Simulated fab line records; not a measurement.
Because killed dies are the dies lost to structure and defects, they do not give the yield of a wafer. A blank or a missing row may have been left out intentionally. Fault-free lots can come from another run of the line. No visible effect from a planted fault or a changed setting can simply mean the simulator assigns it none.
Which tool is to blame?	flow n5Finfet	Sampling: 12 lots, 36 wafers, 2 of 1938 route steps

== WHAT THE GAUGES READ, wafer by wafer ==
N5_SD_EPI_N_CD_MEAS_09 targets a cd of 120 nm.
lot	measured	on	cdNm (nm)
L075	day 3 08:37	cdSem-03	120.5 119.8 119.3
L077	day 3 18:36	cdSem-03	121.1 120.0 120.7
L079	day 4 10:46	cdSem-01	120.4 120.5 119.7
L081	day 4 20:19	cdSem-02	120.6 120.2 120.7
L083	day 5 05:11	cdSem-02	120.2 120.3 120.4
L085	day 5 18:52	cdSem-01	120.2 119.6 118.9
L087	day 6 10:54	cdSem-01	120.0 119.8 119.7
L089	day 6 22:32	cdSem-02	120.1 120.7 120.1
L091	day 7 07:02	cdSem-03	121.1 121.3 119.4
L093	day 7 19:47	cdSem-03	120.3 120.4 119.9
L095	day 8 08:20	cdSem-01	119.6 120.2 119.9
L097	day 8 21:46	cdSem-03	119.1 118.9 120.2

== WHICH TOOL RAN EACH LOT (tool, then ch and the chambers of the sampled wafers, then the start) ==
lot	N5_DUMMY_GATE_STRIP_48
L075	rieDiel-03 ch 0,1,2, day 3 07:26
L077	rieDiel-04 ch 2,3, day 3 16:19
L079	rieDiel-05 ch 1,2,3, day 4 09:41
L081	rieDiel-05 ch 1,2, day 4 19:07
L083	rieDiel-05 ch 2,3, day 5 03:40
L085	rieDiel-03 ch 1,2, day 5 17:48
L087	rieDiel-04 ch 0,1, day 6 09:16
L089	rieDiel-05 ch 1,2,3, day 6 16:41
L091	rieDiel-04 ch 0,2,3, day 7 05:51
L093	rieDiel-04 ch 0,1,2, day 7 17:35
L095	rieDiel-05 ch 1,2, day 8 06:51
L097	rieDiel-03 ch 0,3, day 8 20:29
- N5_DUMMY_GATE_STRIP_48: strips in N2/H2, time 20 s.

== THE ANSWER, worked out from the rows above alone ==
Rule: what is usual is taken from the lots themselves. Put in order of their means at a reading, lots are off if they are a third of the lots or fewer, leave a main group of 4 or more, and stand apart from it by a gap of 3 or more times the standard deviation of the main group's means; of several such gaps the widest counts. A main group is skipped when, at the precision printed for the reading in the tables above, its means are all equal. A lot without any number at a reading at which 4 lots or more have one is off too. All remaining lots with rows at the step are treated as sound.
Nothing can be told from this: no lot is off at any reading shown.

== WHAT THE SIMULATOR PUT IN ==
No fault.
